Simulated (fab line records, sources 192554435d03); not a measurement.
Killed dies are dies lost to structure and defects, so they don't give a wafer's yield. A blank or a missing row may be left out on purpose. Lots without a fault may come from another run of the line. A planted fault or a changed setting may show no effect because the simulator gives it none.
Problem report in the 8D (eight disciplines) form, filled by code | flow n5_finfet | the parts of the form that need people (team, actions taken, sign-off) are left out

1. THE PROBLEM
time_to_endpoint_s at N5_BEOL_M8_CMP_52 reads a mean of 3 s on 9 wafers of 3 lots; wafers without a fault read 61 s with a standard deviation of 3.1. That is -19 standard deviations from the usual mean.
The step: polishes, stops on SiCOH lowk, t overpolish 6.9 s, target thk 80 nm.
First seen on wafer L652.2, day 13 23:13, on cmp-01. The record holds 33 wafers of 11 lots with a number at this step. Rule for "out", or "out of limits": more than 4 standard deviations from the usual mean. The other wafers with a number count as sound.

2. WHAT IT IS AND WHAT IT IS NOT
question                    | is                     | is not
which readings at this step | time_to_endpoint_s     | clearing_platen_rpm, motor_current_A, retaining_ring_pressure_frac
which lots                  | L652, L653, L654       | L650, L651, L661, L663, L664, L665, L667, L668
which wafers of those lots  | all that have a number | -
read on which tools         | cmp-01, cmp-03         | cmp-02
when                        | from day 13 23:13      | up to then (6 sound wafers); but 18 sound wafers of L661, L663, L664, L665, L667, L668 came after

3. SUSPECTS, AND WHAT RULES EACH OUT
Counting: a tool at a process step up to the reading stays a suspect if it ran every lot that is out and no sound lot after the first of them.
- ecd_cu-02 at N5_BEOL_M8_ECD_50 (material Cu, target thk 300 nm): ruled out as a lasting fault. Sound lots L661, L663, L665, L667, L668 ran on it after its first lot that is out, L652 (day 13 22:16).
Left after counting: nothing in the record.

4. THE CAUSE (what the simulator had put in)
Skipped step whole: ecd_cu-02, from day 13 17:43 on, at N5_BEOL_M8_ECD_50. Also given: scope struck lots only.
Counting ruled it out, wrongly: the rule takes a fault to strike every lot that its tool runs from its start on, and this one did not.

5. THE CHAIN OF EFFECTS, in route order
Each row: a reading whose mean over the struck wafers that have a number lies more than 3 standard deviations from the usual. Only readings for which the record gives a usual standard deviation are gone through. hours: the time from each lot's start at the first step in this table that gives one to its start at this step, as a median over the lots. sigmas: the change in usual standard deviations.
hours | step                    | reading              | usual  | on struck wafers | change | sigmas
0     | N5_BEOL_M8_CMP_52       | time_to_endpoint_s   | 61 s   | 3                | -58    | -19
71    | N5_PASSIVATION_PROBE_49 | defect_limited_yield | 90.9 % | 0.0              | -90.9  | -65
71    | N5_PASSIVATION_PROBE_49 | killed_at_M4_up      | 13     | 1093             | +1080  | +99 or more
71    | N5_PASSIVATION_PROBE_49 | killed_dies          | 107    | 1180             | +1073  | +67
71    | N5_PASSIVATION_PROBE_49 | killed_on_rim        | 14     | 152              | +138   | +38
71    | N5_PASSIVATION_PROBE_49 | sort_bin_5_function  | 5.3 %  | 96.4             | +91.1  | +97
71    | N5_PASSIVATION_PROBE_49 | sort_n_pass          | 1073   | 0                | -1073  | -67
71    | N5_PASSIVATION_PROBE_49 | sort_yield_pct       | 90.9 % | 0.0              | -90.9  | -65
The process steps in it:
- N5_BEOL_M8_CMP_52: polishes, stops on SiCOH lowk, t overpolish 6.9 s, target thk 80 nm.
- N5_PASSIVATION_PROBE_49

6. WHAT WOULD HAVE CAUGHT IT SOONER
In this record the first reading out of limits was taken at day 13 23:13, 5 hours after the fault began at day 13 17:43.
